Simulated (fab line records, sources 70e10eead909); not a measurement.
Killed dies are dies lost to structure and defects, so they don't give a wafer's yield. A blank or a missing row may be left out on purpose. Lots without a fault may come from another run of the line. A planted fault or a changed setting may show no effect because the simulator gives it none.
fab line records | flow nand_harc
record lots=6 wafers=18 last_day=34
route steps=1302 shown P_BONDPAD@366 END@1302
lots that met no fault: from a run of the same line without faults
start_h: hours from the record's first day to the start of the lot's first wafer shown | wait_h: hours since the lot's step before | " the same as in the row above | L1.1+2: a row that stands for several wafers | - no value, or no start given | * or withheld: withheld | < > ~ a bound
route shown NAME@n: a module of which the file shows steps, and the number in the route of the first | usual: mean/standard deviation of fault-free wafers | same: alike in all rows | chamber/n: place in a boat | sites: the reading at each site | _std_site: their standard deviation | _edge_site: outer sites' mean less inner sites' | radius_mm: how far each site lies from the wafer's centre | mask NAME#n: copy n | behind: the tool/chamber that last shaped the wafer | hold: why the lot was held/for how many hours/how that ended | device: the transistor (n, p or np) that didn't switch | end of line: the same wafers' tests at the end of the route | a step without rows: its recipe alone | killed: dies lost to structure and defects at the first sort, not the wafer's yield | map: a wafer's dies, x killed, . not, _ none there
set.NAME: the setting as run; set.NAME@STEP: as run at that earlier step | model.NAME: the simulator's own value behind a step, which no gauge read
lots at some steps of the route; a table a step, a row a wafer
services: from which hour (start_h, from the record's first day; less than 0 if before it) a tool's chamber was out of use, for how many hours, and why
## steps
# step NHARC_P_BONDPAD_HARDBAKE_10
# recipe temp_c=118 time_s=65
# step NHARC_P_BONDPAD_DESCUM_11
# recipe time_s=3 o2_flow_sccm=200 ar_flow_sccm=0 bias_power_w=0 chemistry=O2
# usual chamber_pressure_mTorr=60.00/0.056 drypump_motor_current_A=5.6/0.51 oes_product_au=0.995/0.012 rf_vpp_V=57.8/0.93 showerhead_plenum_p_Torr=1.91/0.069 throttle_valve_pct=11.311/0.009
# columns lot.wafer tool chamber start_h wait_h chamber_pressure_mTorr drypump_motor_current_A oes_product_au rf_hours_counter_h rf_vpp_V showerhead_plenum_p_Torr throttle_valve_pct
L657.1 rie_diel-08 1 154.86 - 59.90 5.9 0.980 8.2 57.4 1.99 11.301
L657.2 " 2 " " 60.05 6.0 1.007 8.4 58.0 1.82 11.320
L657.4 " 1 " " 60.02 5.9 0.981 - 58.7 1.99 11.325
L658.4 rie_diel-09 2 171.76 - 60.02 6.5 1.005 1.0 57.6 1.88 11.318
L658.1 " 3 " " 60.02 4.9 0.992 1.4 59.2 2.01 11.312
L658.6 " 2 " " 60.02 6.5 1.004 - 57.1 1.88 11.314
L666.1 rie_diel-08 2 246.66 - 59.96 6.0 0.983 1.7 57.8 1.82 11.308
L666.2 " 3 " " 59.97 5.3 0.996 1.6 55.6 1.79 11.300
L666.6 " 2 " " 59.96 6.0 0.995 - 57.2 1.82 11.302
L670.4 rie_diel-09 1 280.11 - 59.93 5.5 0.973 7.4 59.2 1.88 11.320
L670.1 " 2 " " 59.93 6.6 1.016 7.8 57.8 1.88 11.318
L670.5 " 2 " " 60.01 6.5 1.010 - 57.4 1.88 11.311
L676.4 rie_diel-10 0 342.51 - 59.87 5.7 0.991 2.7 58.1 1.86 11.310
L676.6 " 2 " " 59.96 5.2 0.994 - 59.4 2.01 11.311
L676.5 " 3 " " 60.07 4.8 0.989 - 58.7 1.96 11.305
L678.4 rie_diel-09 3 371.84 - 60.01 4.9 0.999 1.8 59.1 2.01 11.314
L678.3 " 0 " " 60.04 5.4 0.974 1.7 55.8 1.86 11.295
L678.1 " 1 " " 59.98 5.6 1.012 1.9 59.2 1.88 11.317
# step NHARC_P_BONDPAD_ETCH_37
# recipe target_depth_a=600 overetch_a=180 time_s=65.91 ion_energy_ev=200 n2_flow_sccm=150 h2_flow_sccm=150 ar_flow_sccm=0 rf_w=400 bias_w=150 chemistry=N2/H2
# usual chamber_pressure_mTorr=30.003/0.027 drypump_motor_current_A=5.6/0.48 oes_product_au=0.995/0.013 rf_vpp_V=430.5/2.4 showerhead_plenum_p_Torr=2.04/0.073 throttle_valve_pct=14.172/0.0095
# columns lot.wafer tool chamber start_h wait_h chamber_pressure_mTorr drypump_motor_current_A oes_product_au rf_hours_counter_h rf_vpp_V showerhead_plenum_p_Torr throttle_valve_pct
L657.1 rie_diel-08 2 154.95 0.1 29.959 6.0 0.998 8.4 427.7 1.93 14.191
L657.2 " 3 " " 30.011 5.3 0.982 7.2 427.4 1.91 14.164
L657.4 " 2 " " 30.001 6.0 1.010 - 428.5 1.93 14.160
L658.1 rie_diel-09 0 171.90 0.1 30.002 5.5 1.000 1.4 428.5 1.98 14.160
L658.4 " 1 " " 30.018 5.6 0.990 0.9 430.3 2.01 14.154
L658.6 " 1 " " 30.047 5.5 0.984 - 430.0 2.01 14.160
L666.1 rie_diel-08 1 246.75 0.1 30.006 5.9 0.993 1.3 431.6 2.12 14.168
L666.2 " 2 " " 30.059 6.0 0.982 1.7 427.7 1.93 14.169
L666.6 " 1 " " 30.021 5.9 0.996 - 431.7 2.12 14.185
L670.1 rie_diel-09 3 280.20 0.1 29.999 4.9 1.007 7.6 434.2 2.15 14.180
L670.4 " 2 " " 30.037 6.5 1.014 7.8 429.5 2.00 14.171
L670.5 " 3 " " 30.012 4.9 1.009 - 433.7 2.15 14.146
L676.4 rie_diel-10 0 342.59 0.1 30.000 5.7 0.987 2.7 429.7 1.98 14.175
L676.6 " 1 " " 29.959 5.7 0.978 - 431.2 2.01 14.171
L676.5 " 2 " " 30.032 5.3 0.993 - 434.3 2.15 14.172
L678.1 rie_diel-09 0 371.92 0.1 30.040 5.4 0.978 1.7 429.2 1.98 14.182
L678.4 " 2 " " 29.975 6.6 1.009 1.9 428.9 2.00 14.171
L678.3 " 3 " " 29.973 4.9 1.000 1.8 434.2 2.15 14.180
# step NHARC_P_BONDPAD_ETCH_12
# recipe target_depth_a=2000 time_s=100 chf3_flow_sccm=50 o2_flow_sccm=10 ar_flow_sccm=200 rf_w=500 bias_w=200 chemistry=CHF3/O2
# step NHARC_P_BONDPAD_CD_MEAS_13
# usual cd_nm=498.9/2.8
# columns lot.wafer tool chamber start_h wait_h cd_nm
L657.1 cd_sem-02 - 155.21 - 497.5
L657.2 " - " " 500.8
L657.4 " - " " 497.8
L658.1 cd_sem-02 - 172.13 - 499.3
L658.4 " - " " 497.9
L658.6 " - " " 494.6
L666.1 cd_sem-02 - 246.97 - 499.8
L666.2 " - " " 502.3
L666.6 " - " " 500.3
L670.1 cd_sem-03 - 280.43 - 498.8
L670.4 " - " " 501.2
L670.5 " - " " 502.1
L676.4 cd_sem-01 - 342.81 - 500.2
L676.5 " - " " 496.4
L676.6 " - " " 497.6
L678.1 cd_sem-03 - 372.15 - 498.2
L678.3 " - " " 497.0
L678.4 " - " " 495.7
# step NHARC_P_BONDPAD_STRIP_15
# recipe o2_flow_sccm=500 ar_flow_sccm=0 bias_w=0 chemistry=O2
# step NHARC_P_BONDPAD_ETCH_24
# recipe target_depth_a=300 over_etch_frac=0.3 time_s=72.99 ion_energy_ev=150 cf4_flow_sccm=50 n2_flow_sccm=100 ar_flow_sccm=150 rf_w=300 bias_w=100 chemistry=CF4/N2
# step NHARC_P_BONDPAD_STRIP_16
# recipe time_s=600 temp_c=30 chemistry=post_etch_residue_remover
# step NHARC_P_BONDPAD_DEGAS_25
# recipe temp_c=300 time_s=60
# step NHARC_P_BONDPAD_PRE_CLEAN_26
# recipe time_s=30 temp_c=280 gas=H2/He
# usual heater_power_w=415/45
# columns lot.wafer tool chamber start_h wait_h heater_power_w
L657.2 pvd_sputter-03 - - - 481
L657.1 " - " " 417
L657.4 " - " " 409
L658.1 pvd_sputter-02 - - - 376
L658.4 " - " " 460
L658.6 " - " " 375
L666.2 pvd_sputter-03 - - - 414
L666.1 " - " " 426
L666.6 " - " " 423
L670.4 pvd_sputter-02 - - - 367
L670.1 " - " " 372
L670.5 " - " " 426
L676.4 pvd_sputter-03 - - - 428
L676.6 " - " " 500
L676.5 " - " " 458
L678.3 pvd_sputter-01 - - - 410
L678.4 " - " " 446
L678.1 " - " " 314
# step NHARC_P_BONDPAD_PVD_17
# recipe target_thk_a=50 bias_v=168.6 power_w=15000 chamber_pressure_pa=0.12 time_s=8.06 substrate_temp_c=50 material=TaN
# step NHARC_P_BONDPAD_PVD_27
# recipe target_thk_a=300 chamber_pressure_pa=5 power_w=5000 substrate_temp_c=30 time_s=20.49 material=Cu
# step NHARC_P_BONDPAD_ECD_18
# recipe target_thk_a=4000 bath_temp_c=25 material=Cu
# columns lot.wafer tool chamber start_h wait_h
L657.1+2+4 ecd_cu-01 0,1,1 156.20 -
L658.1+4+6 ecd_cu-02 1 173.33 -
L666.2+1+6 ecd_cu-01 0,1,1 248.01 -
L670.1+4+5 ecd_cu-01 0,0,1 281.42 -
L676.4+6+5 ecd_cu-02 1,0,1 343.94 -
L678.1+4+3 ecd_cu-01 1,1,0 373.14 -
# step NHARC_P_BONDPAD_ANNEAL_28
# recipe temp_c=225 time_s=90
# usual wafer_temp_C_max=226.1/0.45
# columns lot.wafer tool chamber start_h wait_h wafer_temp_C_max
L657.1 rtp_anneal-02 0 156.58 0.3 226.5
L657.2 " 0 " " 226.1
L657.4 " 0 " " 226.4
L658.1 rtp_anneal-02 0 173.66 - 226.7
L658.4 " 0 " " 226.0
L658.6 " 0 " " 226.7
L666.1 rtp_anneal-01 0 248.39 0.3 225.9
L666.2 " 0 " " 225.8
L666.6 " 0 " " 225.9
L670.1 rtp_anneal-01 0 281.80 0.3 226.0
L670.4 " 0 " " 226.0
L670.5 " 0 " " 226.2
L676.4 rtp_anneal-02 0 344.32 0.3 226.8
L676.5 " 0 " " 226.6
L676.6 " 0 " " 226.5
L678.1 rtp_anneal-02 0 373.52 0.3 226.2
L678.3 " 0 " " 226.4
L678.4 " 0 " " 226.9
# step NHARC_P_BONDPAD_CMP_19
# recipe t_overpolish_s=30 cu_recess_touch_s=16 target_thk_nm=160.81
# step NHARC_P_BONDPAD_SRD_21
# recipe time_s=30 temp_c=23 dry_time_s=20 spin_rpm=1500
# step NHARC_P_BONDPAD_INSPECT_23
# usual raw_defect_count=361/130
# columns lot.wafer tool chamber start_h wait_h raw_defect_count
L657.1 defect_inspect-01 - 157.47 0.0 384
L657.2 " - " " 405
L657.4 " - " " 508
L658.1 defect_inspect-01 - 174.52 0.0 143
L658.4 " - " " 206
L658.6 " - " " 233
L666.1 defect_inspect-02 - 249.25 0.0 266
L666.2 " - " " 405
L666.6 " - " " 251
L670.1 defect_inspect-02 - 282.69 0.0 357
L670.4 " - " " 389
L670.5 " - " " 317
L676.4 defect_inspect-01 - 345.04 0.0 438
L676.5 " - " " 429
L676.6 " - " " 293
L678.1 defect_inspect-02 - 374.40 0.0 519
L678.3 " - " " 321
L678.4 " - " " 704
# step NHARC_P_BONDPAD_ACTIVATE_29
# recipe time_s=60 n2_flow_sccm=200 ar_flow_sccm=0 bias_power_w=0 chemistry=N2
# usual drypump_motor_current_A=5.6/0.5 oes_product_au=0.994/0.014 rf_vpp_V=64.1/0.87 showerhead_plenum_p_Torr=1.76/0.065
# columns lot.wafer tool chamber start_h wait_h drypump_motor_current_A oes_product_au rf_hours_counter_h rf_vpp_V showerhead_plenum_p_Torr
L657.4 rie_diel-09 2 157.53 0.1 6.6 1.017 0.3 63.7 1.74
L657.2 " 3 " " 4.9 1.001 0.5 65.1 1.86
L657.1 " 0 " " 5.4 0.995 0.4 62.6 1.72
L658.4 rie_diel-09 2 174.58 0.1 6.6 1.006 1.1 63.6 1.74
L658.1 " 1 " " 5.5 0.982 1.1 65.1 1.74
L658.6 " 3 " " 4.9 0.987 - 64.5 1.86
L666.1 rie_diel-09 1 249.33 0.1 5.6 0.958 5.9 65.1 1.74
L666.2 " 2 " " 6.5 1.010 6.2 63.7 1.73
L666.6 " 3 " " 4.9 0.993 - 65.6 1.86
L670.1 rie_diel-09 0 282.78 0.1 5.4 0.994 7.9 64.2 1.72
L670.4 " 1 " " 5.5 0.965 7.4 64.0 1.74
L670.5 " 3 " " 4.9 1.004 - 64.1 1.86
L676.4 rie_diel-09 0 345.12 0.1 5.4 0.975 0.8 63.1 1.72
L676.5 " 2 " " 6.6 1.022 - 64.1 1.73
L676.6 " 3 " " 4.9 1.002 - 64.4 1.86
L678.1 rie_diel-10 1 374.46 0.1 5.7 0.995 3.8 63.1 1.74
L678.4 " 2 " " 5.3 1.004 4.1 62.6 1.86
L678.3 " 3 " " 4.8 0.991 3.7 64.7 1.81
# step NHARC_P_BONDPAD_PRECLEAN_30
# recipe time_s=300 temp_c=23 chemistry=DIW
# step NHARC_P_BONDPAD_SRD_31
# recipe time_s=30 temp_c=23 dry_time_s=20 spin_rpm=1500
# step NHARC_END_SORT_01
# recipe temp_c=25
# usual defect_limited_yield=91.1/2.8 killed_at_array=55/19 killed_at_other=0.9/1.4 killed_at_periphery=3.8/2.9 killed_dies=60/19 killed_open=3.3/1.8 killed_short=2.6/1.6
# same gross_dies=677
# columns lot.wafer tool chamber start_h wait_h defect_limited_yield[%] killed_at_array killed_at_other killed_at_periphery killed_dies killed_open killed_short
L657.1 prober-01 0 588.66 2.5 90.7 60 3 0 63 2 2
L657.2 prober-01 0 589.46 2.8 87.1 83 1 3 87 3 5
L657.4 prober-01 0 591.06 3.4 87.9 79 2 1 82 2 3
L658.1 prober-02 0 600.30 2.5 94.1 39 0 1 40 2 2
L658.4 prober-02 0 602.72 3.4 91.3 57 0 2 59 5 2
L658.6 prober-02 0 604.33 4.0 92.8 46 0 3 49 3 3
L666.1 prober-02 0 687.42 2.5 0.1 73 1 602 676 5 3
L666.2 prober-02 0 688.21 2.8 0.1 64 3 609 676 2 2
L666.6 prober-02 0 691.35 3.9 0 60 1 616 677 4 4
L670.1 prober-01 0 703.36 2.5 0.1 58 0 618 676 4 4
L670.4 prober-01 0 705.72 3.4 0 43 0 634 677 3 2
L670.5 prober-01 0 706.51 3.7 0.1 49 0 627 676 5 5
# killed by level:class
L657.1 A_CHANNEL_HOLE_D2:chamber_film_flake=26 A_CHANNEL_HOLE_D1:chamber_film_flake=23 A_CONTACT:chamber_film_flake=4 A_SGD_CUT:chamber_film_flake=2 THIN_TSV:chamber_film_flake=2 A_CHANNEL_FILL_D2:geometric_particle:open=1 A_BLC:geometric_particle:short=1 A_BLC:geometric_particle:open=1
L657.2 A_CHANNEL_HOLE_D1:chamber_film_flake=39 A_CHANNEL_HOLE_D2:chamber_film_flake=22 A_CONTACT:chamber_film_flake=9 A_STAIRCASE:chamber_film_flake=4 A_SGD_CUT:chamber_film_flake=2 P_GATE:geometric_particle:short=1 P_M1:geometric_particle:open=1 A_ONON_D1:geometric_particle:short=1
L657.4 A_CHANNEL_HOLE_D2:chamber_film_flake=29 A_CHANNEL_HOLE_D1:chamber_film_flake=26 A_CONTACT:chamber_film_flake=13 A_STAIRCASE:chamber_film_flake=2 A_SGD_CUT:chamber_film_flake=2 THIN_TSV:chamber_film_flake=2 P_M1:geometric_particle:open=1 A_SGD_CUT:geometric_particle:short=1
L658.1 A_CHANNEL_HOLE_D1:chamber_film_flake=22 A_CHANNEL_HOLE_D2:chamber_film_flake=7 A_STAIRCASE:chamber_film_flake=5 A_ONON_D1:geometric_particle:short=1 A_DECK1_JOINT:geometric_particle:open=1 A_ONON_D2:geometric_particle:short=1 A_SGD_CUT:geometric_particle:open=1 P_M0:chamber_film_flake=1
L658.4 A_CHANNEL_HOLE_D1:chamber_film_flake=34 A_CHANNEL_HOLE_D2:chamber_film_flake=7 A_DECK1_JOINT:chamber_film_flake=5 A_STAIRCASE:chamber_film_flake=5 P_GATE:geometric_particle:open=1 P_CONTACT:geometric_particle:open=1 A_CHANNEL_FILL_D1:geometric_particle:short=1 A_CHANNEL_FILL_D2:geometric_particle:short=1
L658.6 A_CHANNEL_HOLE_D1:chamber_film_flake=27 A_CHANNEL_HOLE_D2:chamber_film_flake=6 A_DECK1_JOINT:chamber_film_flake=3 A_STAIRCASE:chamber_film_flake=3 A_CONTACT:chamber_film_flake=2 P_M0:geometric_particle:open=1 P_M1:geometric_particle:short=1 A_SOURCE_PLATE:geometric_particle:short=1
L666.1 P_BONDPAD:area_ecd=598 A_CHANNEL_HOLE_D1:chamber_film_flake=29 A_SLIT:chamber_film_flake=24 A_WL_FILL:chamber_film_flake=5 P_GATE:chamber_film_flake=3 A_ONON_D1:geometric_particle:open=2 A_BLC:geometric_particle:open=2 A_STAIRCASE:chamber_film_flake=2
L666.2 P_BONDPAD:area_ecd=606 A_CHANNEL_HOLE_D1:chamber_film_flake=37 A_SLIT:chamber_film_flake=18 THIN_TSV:chamber_film_flake=3 A_STAIRCASE:chamber_film_flake=2 A_CONTACT:chamber_film_flake=2 P_ZERO_WELL:geometric_particle:short=1 A_DECK1_JOINT:geometric_particle:open=1
L666.6 P_BONDPAD:area_ecd=612 A_CHANNEL_HOLE_D1:chamber_film_flake=26 A_SLIT:chamber_film_flake=19 A_CHANNEL_FILL_D1:chamber_film_flake=4 A_ONON_D1:geometric_particle:short=3 P_M1:chamber_film_flake=2 A_CONTACT:chamber_film_flake=2 P_M0:geometric_particle:open=1
L670.1 P_BONDPAD:area_ecd=612 A_SLIT:chamber_film_flake=36 A_CHANNEL_HOLE_D1:chamber_film_flake=10 A_CONTACT:chamber_film_flake=3 P_GATE:chamber_film_flake=2 A_SGD_CUT:chamber_film_flake=2 P_GATE:geometric_particle:short=1 P_CONTACT:geometric_particle:open=1
L670.4 P_BONDPAD:area_ecd=625 A_SLIT:chamber_film_flake=24 P_GATE:chamber_film_flake=5 A_CHANNEL_HOLE_D1:chamber_film_flake=5 A_CONTACT:chamber_film_flake=4 A_SOURCE_PLATE:geometric_particle:open=2 P_ZERO_WELL:chamber_film_flake=2 P_CONTACT:chamber_film_flake=2
L670.5 P_BONDPAD:area_ecd=616 A_SLIT:chamber_film_flake=23 A_CONTACT:chamber_film_flake=9 P_M0:chamber_film_flake=6 A_CHANNEL_HOLE_D1:chamber_film_flake=3 A_SGD_CUT:chamber_film_flake=3 A_CHANNEL_FILL_D1:geometric_particle:open=2 A_SGD_CUT:geometric_particle:short=2
# map L666.6 (x killed, . not)
____________x____________
_________xxxxxxx_________
_______xxxxxxxxxxx_______
______xxxxxxxxxxxxx______
_____xxxxxxxxxxxxxxx_____
____xxxxxxxxxxxxxxxxx____
____xxxxxxxxxxxxxxxxx____
___xxxxxxxxxxxxxxxxxxx___
___xxxxxxxxxxxxxxxxxxx___
__xxxxxxxxxxxxxxxxxxxxx__
__xxxxxxxxxxxxxxxxxxxxx__
_xxxxxxxxxxxxxxxxxxxxxxx_
_xxxxxxxxxxxxxxxxxxxxxxx_
_xxxxxxxxxxxxxxxxxxxxxxx_
_xxxxxxxxxxxxxxxxxxxxxxx_
_xxxxxxxxxxxxxxxxxxxxxxx_
xxxxxxxxxxxxxxxxxxxxxxxxx
xxxxxxxxxxxxxxxxxxxxxxxxx
xxxxxxxxxxxxxxxxxxxxxxxxx
xxxxxxxxxxxxxxxxxxxxxxxxx
xxxxxxxxxxxxxxxxxxxxxxxxx
_xxxxxxxxxxxxxxxxxxxxxxx_
_xxxxxxxxxxxxxxxxxxxxxxx_
_xxxxxxxxxxxxxxxxxxxxxxx_
_xxxxxxxxxxxxxxxxxxxxxxx_
_xxxxxxxxxxxxxxxxxxxxxxx_
__xxxxxxxxxxxxxxxxxxxxx__
__xxxxxxxxxxxxxxxxxxxxx__
___xxxxxxxxxxxxxxxxxxx___
___xxxxxxxxxxxxxxxxxxx___
____xxxxxxxxxxxxxxxxx____
____xxxxxxxxxxxxxxxxx____
_____xxxxxxxxxxxxxxx_____
______xxxxxxxxxxxxx______
_______xxxxxxxxxxx_______
_________xxxxxxx_________
____________x____________
# map L670.4 (x killed, . not)
____________x____________
_________xxxxxxx_________
_______xxxxxxxxxxx_______
______xxxxxxxxxxxxx______
_____xxxxxxxxxxxxxxx_____
____xxxxxxxxxxxxxxxxx____
____xxxxxxxxxxxxxxxxx____
___xxxxxxxxxxxxxxxxxxx___
___xxxxxxxxxxxxxxxxxxx___
__xxxxxxxxxxxxxxxxxxxxx__
__xxxxxxxxxxxxxxxxxxxxx__
_xxxxxxxxxxxxxxxxxxxxxxx_
_xxxxxxxxxxxxxxxxxxxxxxx_
_xxxxxxxxxxxxxxxxxxxxxxx_
_xxxxxxxxxxxxxxxxxxxxxxx_
_xxxxxxxxxxxxxxxxxxxxxxx_
xxxxxxxxxxxxxxxxxxxxxxxxx
xxxxxxxxxxxxxxxxxxxxxxxxx
xxxxxxxxxxxxxxxxxxxxxxxxx
xxxxxxxxxxxxxxxxxxxxxxxxx
xxxxxxxxxxxxxxxxxxxxxxxxx
_xxxxxxxxxxxxxxxxxxxxxxx_
_xxxxxxxxxxxxxxxxxxxxxxx_
_xxxxxxxxxxxxxxxxxxxxxxx_
_xxxxxxxxxxxxxxxxxxxxxxx_
_xxxxxxxxxxxxxxxxxxxxxxx_
__xxxxxxxxxxxxxxxxxxxxx__
__xxxxxxxxxxxxxxxxxxxxx__
___xxxxxxxxxxxxxxxxxxx___
___xxxxxxxxxxxxxxxxxxx___
____xxxxxxxxxxxxxxxxx____
____xxxxxxxxxxxxxxxxx____
_____xxxxxxxxxxxxxxx_____
______xxxxxxxxxxxxx______
_______xxxxxxxxxxx_______
_________xxxxxxx_________
____________x____________
## services
# columns tool chamber start_h hours kind
rie_diel-09 - 136.85 0.6 repair
pvd_sputter-03 - 141.66 11.8 repair
rie_diel-09 - 143.10 9.0 pm
ecd_cu-01 - 160.00 8.0 pm
pvd_sputter-03 - 170.00 10.0 pm
rie_diel-08 0 179.01 24.6 repair
rie_diel-08 1 181.42 3.5 repair
rie_diel-08 - 184.41 1.0 repair
rie_diel-08 - 190.80 9.0 pm
ecd_cu-01 - 202.59 3.2 repair
ecd_cu-01 - 228.74 0.9 repair
rie_diel-10 0 230.78 2.4 repair
rie_diel-09 3 239.71 6.7 repair
rie_diel-10 - 242.50 9.0 pm
rie_diel-09 0 246.91 4.1 repair
pvd_sputter-03 - 250.41 9.1 repair
rie_diel-10 - 263.29 1.1 repair
rie_diel-08 2 271.40 3.6 repair
rie_diel-09 2 296.37 13.2 repair
ecd_cu-01 - 296.94 1.8 repair
rie_diel-09 - 320.10 9.0 pm
ecd_cu-01 - 336.00 8.0 pm
rie_diel-08 1 363.79 6.3 repair
rie_diel-08 - 367.80 9.0 pm
## key
first_sign step=NHARC_END_SORT_01 reading=killed_at_periphery direction=up sigmas=99+ usual=3.8 struck=617.7
effect step=NHARC_END_SORT_01 reading=defect_limited_yield direction=down sigmas=33 usual=91.1 struck=0.1
more_kills_born_at NHARC_P_BONDPAD_ECD_18@ecd_cu-01=3669
met_at NHARC_P_BONDPAD_ECD_18
struck_wafers L666.1,L666.2,L666.6,L670.1,L670.4,L670.5
later_rows_left_out L666.1,L666.2,L666.6,L670.1,L670.4,L670.5
onset_between 156.20 248.01
also_fits NHARC_P_BONDPAD_ANNEAL_28:rtp_anneal-01
fault kind=process_parameter_drift tool=ecd_cu-01 chamber=- onset_h=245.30 steps=NHARC_P_BONDPAD_ECD_18 channel=target_thk_a offset=* shape=step end_h=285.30 acts_in=* stated=*
# later_rows_left_out: the simulator's readings of these wafers behind a module that went badly wrong aren't trusted and aren't shown, but for the sort
